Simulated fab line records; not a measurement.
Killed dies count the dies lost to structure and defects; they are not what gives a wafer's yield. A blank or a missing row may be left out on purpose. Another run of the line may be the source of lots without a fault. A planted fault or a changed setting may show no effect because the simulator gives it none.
Matching of chambers ; flow nand_harc ; pecvd-02 running NHARC_A_CONTACT_DEP_58: 3 sister chambers
The step deposits SiON, target thk 60 nm. 22 wafers are shown with their chamber, then 11 later ones without.

WAFERS WITH THEIR CHAMBER
wafer;chamber;heater_power_w (W);heater_power_outer_w (W);susceptor_temp_C (C)
L074.3;2;765;474;399.77
L074.4;1;604;359;399.84
L074.5;2;766;478;399.78
L076.1;2;776;486;400.36
L076.2;1;580;336;400.16
L076.5;0;748;405;400.37
L078.2;0;725;385;399.76
L078.5;1;596;351;399.93
L078.6;0;732;382;399.81
L077.1;2;882;542;400.04
L077.3;1;599;378;400.25
L077.5;2;844;543;399.80
L079.1;1;627;381;400.00
L079.2;2;849;528;400.22
L079.6;2;838;531;399.97
L083.2;1;590;351;399.78
L083.4;1;580;361;400.34
L083.5;2;829;530;399.87
L084.2;2;768;486;399.87
L084.4;0;698;363;400.08
L084.6;2;793;486;399.86
L085.3;1;606;361;399.84

SIGNATURES (averages over the wafers above)
reading;chamber 0;chamber 1;chamber 2;scatter within a chamber
heater_power_w;725.75;597.75;811.00;31.7
heater_power_outer_w;383.75;359.75;508.40;22.6
susceptor_temp_C;400.0050;400.0175;399.9540;0.217
Rule: a wafer lies at a distance from a chamber equal to the root of the sum of squares, over the readings, of (its reading less the chamber's mean, divided by the reading's scatter). The wafer belongs to the nearest chamber; if the next one is less than 2 further off, it can't be placed. The scatter: the root of (the sum of the squares of (reading less its chamber's mean) over the shown wafers, divided by (wafers less chambers)).

WAFERS MISSING THEIR CHAMBER
wafer;heater_power_w (W);heater_power_outer_w (W);susceptor_temp_C (C)
L085.4;854;542;400.15
L085.5;678;352;399.87
L088.1;734;390;399.97
L088.3;858;522;400.14
L088.6;733;386;399.67
L089.2;920;572;399.69
L089.3;675;360;399.81
L089.4;941;588;399.74
L097.2;788;475;399.69
L097.3;657;326;399.99
L097.5;756;500;400.03

EACH ONE'S CHAMBER
wafer;from the rows above;in truth
L085.4;2;2
L085.5;can't be placed: 0 or 1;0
L088.1;0;0
L088.3;2;2
L088.6;0;0
L089.2;2;2
L089.3;can't be placed: 0 or 1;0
L089.4;2;2
L097.2;2;2
L097.3;can't be placed: 1 or 0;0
L097.5;2;2
Correct placement for 8 of the 11. These rows do not allow placing 3 (true chamber among the candidates in 3). Number placed wrongly: 0.
